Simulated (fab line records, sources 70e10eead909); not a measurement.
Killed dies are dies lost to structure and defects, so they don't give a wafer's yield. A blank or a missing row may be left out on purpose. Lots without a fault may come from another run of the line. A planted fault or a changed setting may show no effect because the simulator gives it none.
Which tool did it? | flow nand_harc | 24 lots, 72 wafers sampled, at 3 steps of a route of 1159

WHAT THE GAUGES READ, wafer by wafer
NHARC_P_M2_CD_MEAS_09: target cd 170 nm.
lot  | measured     | on        | cd_nm (nm)
L075 | day 6 15:04  | cd_sem-03 | 170.1 170.1 171.0
L074 | day 6 15:38  | cd_sem-01 | 169.5 169.8 169.8
L076 | day 6 16:16  | cd_sem-01 | 169.7 169.7 169.4
L077 | day 6 22:30  | cd_sem-01 | 170.5 170.9 170.8
L078 | day 7 10:42  | cd_sem-02 | 170.5 170.2 170.3
L079 | day 7 16:04  | cd_sem-03 | 170.0 169.6 170.6
L080 | day 7 18:59  | cd_sem-01 | 169.8 169.4 169.9
L081 | day 7 21:29  | cd_sem-01 | 170.5 170.6 170.7
L082 | day 8 03:58  | cd_sem-03 | 170.7 170.4 170.1
L083 | day 8 16:19  | cd_sem-03 | 170.0 170.1 170.3
L084 | day 8 16:50  | cd_sem-01 | 170.7 170.5 170.4
L088 | day 9 10:58  | cd_sem-03 | 170.9 170.9 170.4
L087 | day 9 14:06  | cd_sem-02 | 169.8 170.2 170.2
L085 | day 9 14:41  | cd_sem-02 | 170.3 170.0 170.4
L086 | day 10 04:12 | cd_sem-03 | 171.0 170.5 170.3
L090 | day 10 05:22 | cd_sem-01 | 169.9 169.6 169.4
L089 | day 10 06:12 | cd_sem-03 | 170.7 171.0 170.3
L091 | day 10 14:02 | cd_sem-03 | 170.1 169.7 169.3
L094 | day 10 20:42 | cd_sem-03 | 170.8 170.1 170.0
L092 | day 10 21:16 | cd_sem-03 | 170.4 169.8 169.9
L093 | day 10 22:53 | cd_sem-03 | 170.3 169.7 170.9
L095 | day 11 12:22 | cd_sem-02 | 170.4 170.2 170.3
L097 | day 11 15:23 | cd_sem-03 | 170.1 170.3 170.3
L096 | day 11 20:31 | cd_sem-03 | 170.8 171.1 170.5

WHICH TOOL RAN EACH LOT (tool, then ch and the chambers of the sampled wafers, then the start)
lot  | NHARC_P_M1_STRIP_18                | NHARC_P_M1_DEGAS_29
L075 | rie_diel-10 ch 0,2,3, day 6 11:23  | pvd_sputter-03, day 6 11:58
L074 | rie_diel-10 ch 1,2, day 6 12:01    | pvd_sputter-01, day 6 12:41
L076 | rie_diel-10 ch 0,1,2, day 6 12:41  | pvd_sputter-03, day 6 13:19
L077 | rie_diel-08 ch 1,2,3, day 6 18:53  | pvd_sputter-02, day 6 19:31
L078 | rie_diel-10 ch 1,2,3, day 7 07:07  | pvd_sputter-02, day 7 07:44
L079 | rie_diel-03 ch 0,2,3, day 7 12:30  | pvd_sputter-02, day 7 13:09
L080 | rie_diel-08 ch 1,3, day 7 15:24    | pvd_sputter-02, day 7 16:01
L081 | rie_diel-10 ch 0,1, day 7 17:52    | pvd_sputter-01, day 7 18:32
L082 | rie_diel-10 ch 1,2,3, day 8 00:20  | pvd_sputter-01, day 8 00:59
L083 | rie_diel-08 ch 0,1,2, day 8 12:52  | pvd_sputter-01, day 8 13:29
L084 | rie_diel-03 ch 0,1,2, day 8 13:06  | pvd_sputter-03, day 8 13:43
L088 | rie_diel-10 ch 0,1,2, day 9 07:16  | pvd_sputter-03, day 9 07:51
L087 | rie_diel-10 ch 0,2,3, day 9 10:32  | pvd_sputter-01, day 9 11:10
L085 | rie_diel-10 ch 0,2,3, day 9 11:17  | pvd_sputter-02, day 9 11:52
L086 | rie_diel-08 ch 0,1, day 10 00:34   | pvd_sputter-01, day 10 01:14
L090 | rie_diel-08 ch 2,3, day 10 01:46   | pvd_sputter-03, day 10 02:25
L089 | rie_diel-08 ch 1,2,3, day 10 02:44 | pvd_sputter-01, day 10 03:22
L091 | rie_diel-08 ch 0,1,3, day 10 10:31 | pvd_sputter-03, day 10 11:06
L094 | rie_diel-03 ch 0,2,3, day 10 16:59 | pvd_sputter-02, day 10 17:36
L092 | rie_diel-08 ch 1,3, day 10 17:35   | pvd_sputter-01, day 10 18:19
L093 | rie_diel-03 ch 0,1,3, day 10 19:20 | pvd_sputter-03, day 10 19:56
L095 | rie_diel-10 ch 0,3, day 11 08:47   | pvd_sputter-01, day 11 09:25
L097 | rie_diel-08 ch 0,2,3, day 11 11:53 | pvd_sputter-02, day 11 12:31
L096 | rie_diel-08 ch 0,1,2, day 11 16:48 | pvd_sputter-02, day 11 17:26
- NHARC_P_M1_STRIP_18: strips in N2/H2.
- NHARC_P_M1_DEGAS_29: time 60 s.

WHAT THE TOOLS THEMSELVES READ (means of the sampled wafers that have a number; where no wafer has one, the mark that the record gives instead)
NHARC_P_M1_STRIP_18.
lot  | tool        | drypump_motor_current_A (A) | oes_product_au (a.u.) | rf_vpp_V (V) | showerhead_plenum_p_Torr (Torr) | throttle_valve_pct (%)
L075 | rie_diel-10 | 5.6                         | 1.002                 | 90.6         | 1.98                            | 14.162
L074 | rie_diel-10 | 5.5                         | 1.001                 | 90.6         | 1.98                            | 14.174
L076 | rie_diel-10 | 5.5                         | 0.997                 | 90.5         | 2.00                            | 14.178
L077 | rie_diel-08 | 6.1                         | 0.998                 | 91.9         | 2.16                            | 14.181
L078 | rie_diel-10 | 5.6                         | 0.999                 | 90.2         | 1.97                            | 14.166
L079 | rie_diel-03 | 5.9                         | 1.007                 | 91.4         | 2.10                            | 14.164
L080 | rie_diel-08 | 6.2                         | 0.995                 | 91.7         | 2.18                            | 14.175
L081 | rie_diel-10 | 5.5                         | 0.998                 | 90.9         | 2.03                            | 14.170
L082 | rie_diel-10 | 5.6                         | 0.997                 | 89.8         | 1.96                            | 14.172
L083 | rie_diel-08 | 6.2                         | 0.989                 | 91.6         | 2.09                            | 14.175
L084 | rie_diel-03 | 5.9                         | 1.001                 | 90.7         | 2.07                            | 14.166
L088 | rie_diel-10 | 5.5                         | 0.990                 | 90.4         | 2.00                            | 14.168
L087 | rie_diel-10 | 5.6                         | 0.997                 | 90.0         | 1.98                            | 14.164
L085 | rie_diel-10 | 5.6                         | 1.005                 | 90.3         | 1.98                            | 14.167
L086 | rie_diel-08 | 6.4                         | 0.991                 | 90.8         | 2.05                            | 14.172
L090 | rie_diel-08 | 5.6                         | 0.987                 | 91.1         | 2.15                            | 14.173
L089 | rie_diel-08 | 6.1                         | 0.989                 | 90.7         | 2.16                            | 14.165
L091 | rie_diel-08 | 6.3                         | 1.000                 | 90.6         | 2.11                            | 14.166
L094 | rie_diel-03 | 5.9                         | 1.004                 | 90.9         | 2.09                            | 14.169
L092 | rie_diel-08 | 6.4                         | 0.994                 | 91.7         | 2.16                            | 14.176
L093 | rie_diel-03 | 6.2                         | 0.994                 | 91.3         | 2.09                            | 14.164
L095 | rie_diel-10 | 5.7                         | 0.996                 | 90.6         | 1.97                            | 14.172
L097 | rie_diel-08 | 6.0                         | 0.995                 | 91.3         | 2.11                            | 14.174
L096 | rie_diel-08 | 6.2                         | 0.993                 | 90.6         | 2.09                            | 14.172

NHARC_P_M1_DEGAS_29.
lot  | tool           | heater_power_w (W)
L075 | pvd_sputter-03 | 316
L074 | pvd_sputter-01 | 359
L076 | pvd_sputter-03 | 330
L077 | pvd_sputter-02 | 365
L078 | pvd_sputter-02 | 359
L079 | pvd_sputter-02 | 356
L080 | pvd_sputter-02 | 313
L081 | pvd_sputter-01 | 367
L082 | pvd_sputter-01 | 354
L083 | pvd_sputter-01 | 376
L084 | pvd_sputter-03 | 335
L088 | pvd_sputter-03 | 313
L087 | pvd_sputter-01 | 352
L085 | pvd_sputter-02 | 337
L086 | pvd_sputter-01 | 369
L090 | pvd_sputter-03 | 326
L089 | pvd_sputter-01 | 375
L091 | pvd_sputter-03 | 330
L094 | pvd_sputter-02 | 351
L092 | pvd_sputter-01 | 359
L093 | pvd_sputter-03 | 333
L095 | pvd_sputter-01 | 372
L097 | pvd_sputter-02 | 328
L096 | pvd_sputter-02 | 363

THE ANSWER, worked out from the rows above alone
Rule: what is usual is taken from the lots themselves. Put in order of their means at a reading, lots are off if they are a third of the lots or fewer, leave a main group of 4 or more, and stand apart from it by a gap of 3 or more times the standard deviation of the main group's means; of several such gaps the widest counts. A main group whose means are all the same, to the digits that the tables above print for the reading, isn't used. A lot without any number at a reading at which 4 lots or more have one is off too. The other lots that the step has rows for count as sound. The gauges are gone through in route order, then the tools' own readings, and for those a lot's mean is taken as printed above. The first step at which some lot is off is used, and at that step the reading that is off furthest; a lot without a number counts as furthest.
No lot is off at any reading shown: from this, nothing can be told.

WHAT THE SIMULATOR HAD PUT IN
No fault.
